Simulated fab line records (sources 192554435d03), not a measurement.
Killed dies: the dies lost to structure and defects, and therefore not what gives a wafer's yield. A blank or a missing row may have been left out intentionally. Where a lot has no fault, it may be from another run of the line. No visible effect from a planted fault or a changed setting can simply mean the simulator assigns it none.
Which tool did it?	flow n5Finfet	7 lots, 19 wafers sampled, at 5 steps of a route of 1938

== WHAT EACH GAUGE READ, for each wafer ==
N5_BEOL_M2_OCD_MEAS_38.
lot	measured	on	trenchDepthNm (nm)
L244	day 7 02:29	ocd-01	56.2 56.0 56.2
L249	day 8 11:01	ocd-01	57.2 55.8 56.3
L254	day 9 21:21	ocd-02	56.7 87.3
L259	day 10 20:42	ocd-01	87.7 85.7
L261	day 11 19:48	ocd-01	57.1 55.5 55.7
L263	day 12 02:35	ocd-01	55.8 56.7 55.4
L264	day 12 11:52	ocd-02	56.7 56.9 55.4

== EACH LOT AND THE TOOL THAT RAN IT (in order: tool; ch and the chambers of the sampled wafers; start) ==
lot	N5_BEOL_M2_ETCH_69	N5_BEOL_M2_STRIP_36	N5_BEOL_M2_TRENCH_ETCH_37	N5_BEOL_M2_ETCH_41
L244	rieDiel-05 ch 0,2, day 6 21:47	rieDiel-05 ch 0,2, day 7 02:17	rieDiel-05 ch 0,2, day 7 02:20	rieDiel-05 ch 0,2, day 7 02:29 or earlier
L249	rieDiel-04 ch 0,1,3, day 8 08:05	rieDiel-05 ch 0,3, day 8 10:50	rieDiel-05 ch 0,3, day 8 10:52	rieDiel-05 ch 0,3, day 8 11:01 or earlier
L254	rieDiel-04 ch 0,1, day 9 17:32	rieDiel-05 ch 3, day 9 21:09	rieDiel-05 ch 3, day 9 21:11	rieDiel-05 ch 3, day 9 21:21 or earlier
L259	rieDiel-06 ch 1,2, day 10 16:02	rieDiel-05 ch 1,3, day 10 20:30	rieDiel-05 ch 1,3, day 10 20:32	rieDiel-05 ch 1,3, day 10 20:42 or earlier
L261	rieDiel-05 ch 0,2, day 11 18:44	rieDiel-04 ch 1,2,3, day 11 19:36	rieDiel-04 ch 1,2,3, day 11 19:38	rieDiel-04 ch 1,2,3, day 11 19:48 or earlier
L263	rieDiel-06 ch 0,1,2, day 11 22:19	rieDiel-04 ch 0,1,3, day 12 02:24	rieDiel-04 ch 0,1,3, day 12 02:26	rieDiel-04 ch 0,1,3, day 12 02:35 or earlier
L264	rieDiel-04 ch 0,2,3, day 12 11:00	rieDiel-06 ch 0,2,3, day 12 11:40	rieDiel-06 ch 0,2,3, day 12 11:43	rieDiel-06 ch 0,2,3, day 12 11:52 or earlier
- N5_BEOL_M2_ETCH_69: etches SiARC in CF4, target depth 15.6 nm, time 26 s.
- N5_BEOL_M2_STRIP_36: strips in N2/H2.
- N5_BEOL_M2_TRENCH_ETCH_37: etches SiOC in C4F6/O2, target depth 55.555 nm, time 29.2 s.
- N5_BEOL_M2_ETCH_41: etches SiCN in CH3F/O2, target depth 29.9 nm, time 52.5 s.

== THE ANSWER, worked out from the rows above alone ==
Rule: the lots themselves supply what counts as usual. Put in order of their means at a reading, lots are off if they are a third of the lots or fewer, leave a main group of 4 or more, and stand apart from it by a gap of 3 or more times the standard deviation of the main group's means; of several such gaps the widest counts. Not used: any main group whose means are identical at the precision the tables above print for the reading. A lot without any number at a reading at which 4 lots or more have one is off too. Where the step has rows for the other lots, those lots are counted as sound.
Off at N5_BEOL_M2_OCD_MEAS_38 (trenchDepthNm): L254, L259. The main group: mean 56.2 nm, standard deviation 0.17.
A tool fits if, at a process step before that reading, it ran every lot that is off, and no sound lot after the first of them. The gauges at N5_BEOL_M2_OCD_MEAS_38 are tried like those tools. N5_BEOL_M2_ETCH_41 gives no start for some lots, so the hours and the order of its lots are those of N5_BEOL_M2_OCD_MEAS_38. One fits: rieDiel-05 at N5_BEOL_M2_STRIP_36 and N5_BEOL_M2_TRENCH_ETCH_37 and N5_BEOL_M2_ETCH_41. At N5_BEOL_M2_STRIP_36 its last sound lot is L249 (day 8 10:50), its first lot that is off L254 (day 9 21:09): a fault that began between those two fits.

== WHAT THE SIMULATOR HAD INSERTED ==
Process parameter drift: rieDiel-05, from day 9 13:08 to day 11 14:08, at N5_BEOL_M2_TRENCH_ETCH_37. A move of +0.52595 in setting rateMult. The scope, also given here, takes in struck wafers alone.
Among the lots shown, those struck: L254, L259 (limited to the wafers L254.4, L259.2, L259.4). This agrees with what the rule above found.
